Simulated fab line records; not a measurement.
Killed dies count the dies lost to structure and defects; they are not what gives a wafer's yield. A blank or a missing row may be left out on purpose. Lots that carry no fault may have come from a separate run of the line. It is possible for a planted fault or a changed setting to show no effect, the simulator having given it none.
2 desks, one fault :: flow nandHarc :: each desk holds nothing but its own numbers, with what lay behind them at the end

AT THE TOOL OWNER'S DESK: lithoTrack-06
The tool's own readings at NHARC_A_CHANNEL_HOLE_D1_PEB_08 (peb time 65 s): means of the sampled wafers that have a number, for each lot that ran on this tool. A lot is out of limits, marked OUT, if its mean lies more than 4 standard deviations from the usual mean; the brackets give that distance.
Columns: A = exhaustPa at NHARC_A_CHANNEL_HOLE_D1_PEB_08, usual 45.1 Pa; B = heaterPowerTotalW at NHARC_A_CHANNEL_HOLE_D1_PEB_08, usual 156.6 W; C = plateTempC at NHARC_A_CHANNEL_HOLE_D1_PEB_08, usual 100.00 C
lot: L595
first seen here: day 8 19:05
A: 44.6
B: 156.9
C: 100.02

lot: L599
first seen here: day 9 19:17
A: 45.5
B: 156.8
C: 100.10

lot: L601
first seen here: day 10 14:46
A: 45.9
B: 156.6
C: 99.87

lot: L605
first seen here: day 11 06:13
A: 45.1
B: 156.5
C: 100.08

lot: L604
first seen here: day 11 13:53
A: 45.5
B: 160.0 (+7.7) OUT
C: 101.53 (+13) OUT

lot: L608
first seen here: day 12 07:22
A: 46.0
B: 160.1 (+8.0) OUT
C: 101.44 (+12) OUT
Finding of this desk: L604, L608 out of limits; the first was L604 at day 11 13:53, on heaterPowerTotalW at NHARC_A_CHANNEL_HOLE_D1_PEB_08. L595, L599, L601, L605 stayed within limits.

FROM THE METROLOGY DESK
What the gauges read for every lot (on any tool): the sampled wafers with a number, averaged. A lot is out of limits, marked OUT, if its mean lies more than 4 standard deviations from the usual mean; the brackets give that distance.
Columns: A = cdNm at NHARC_A_CHANNEL_HOLE_D1_CD_MEAS_10, usual 100.1 nm; B = cdNm at NHARC_A_CHANNEL_HOLE_D1_CD_MEAS_18, usual 99.1 nm; C = cdNm at NHARC_A_CHANNEL_HOLE_D1_CD_MEAS_30, usual 89.9 nm
lot: L593
first seen here: day 8 10:51
A: 100.1
B: 98.6
C: 89.8

lot: L595
first seen here: day 8 19:10
A: 100.4
B: 97.9
C: 91.4

lot: L599
first seen here: day 9 19:22
A: 99.6
B: 100.1
C: 89.5

lot: L598
first seen here: day 9 19:26
A: 99.8
B: 99.8
C: 89.7

lot: L601
first seen here: day 10 14:50
A: 100.0
B: 99.6
C: 89.5

lot: L600
first seen here: day 10 16:03
A: 100.5
B: 99.0
C: 89.7

lot: L605
first seen here: day 11 06:19
A: 100.2
B: 97.2
C: 88.7

lot: L604
first seen here: day 11 13:58
A: 104.5 (+9.1) OUT
B: 100.4
C: 93.9

lot: L608
first seen here: day 12 07:27
A: 102.6 (+5.3) OUT
B: 100.9
C: 93.4

lot: L612
first seen here: day 13 06:40
A: 100.5
B: 99.3
C: 89.9

lot: L615
first seen here: day 14 07:17
A: 100.5
B: 98.8
C: 89.8
Finding of this desk: L604, L608 out of limits; the first was L604 at day 11 13:58, on cdNm at NHARC_A_CHANNEL_HOLE_D1_CD_MEAS_10. L593, L595, L599, L598, L601, L600, L605, L612, L615 stayed within limits.

PUT TOGETHER
An alarm could have come from the tool owner's desk at day 11 13:53, on L604, L608.
An alarm was possible from the metrology desk at day 11 13:58, on L604, L608.
Every lot named ran NHARC_A_CHANNEL_HOLE_D1_PEB_08 on lithoTrack-06.

WHAT HAD BEEN PUT IN BY THE SIMULATOR
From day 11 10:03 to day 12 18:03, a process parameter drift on lithoTrack-06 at NHARC_A_CHANNEL_HOLE_D1_PEB_08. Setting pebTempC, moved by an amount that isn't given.
Lots struck among those shown: L604, L608.
Fault start to first reading out of limits, in hours, per desk: tool owner, 4; metrology, 4.
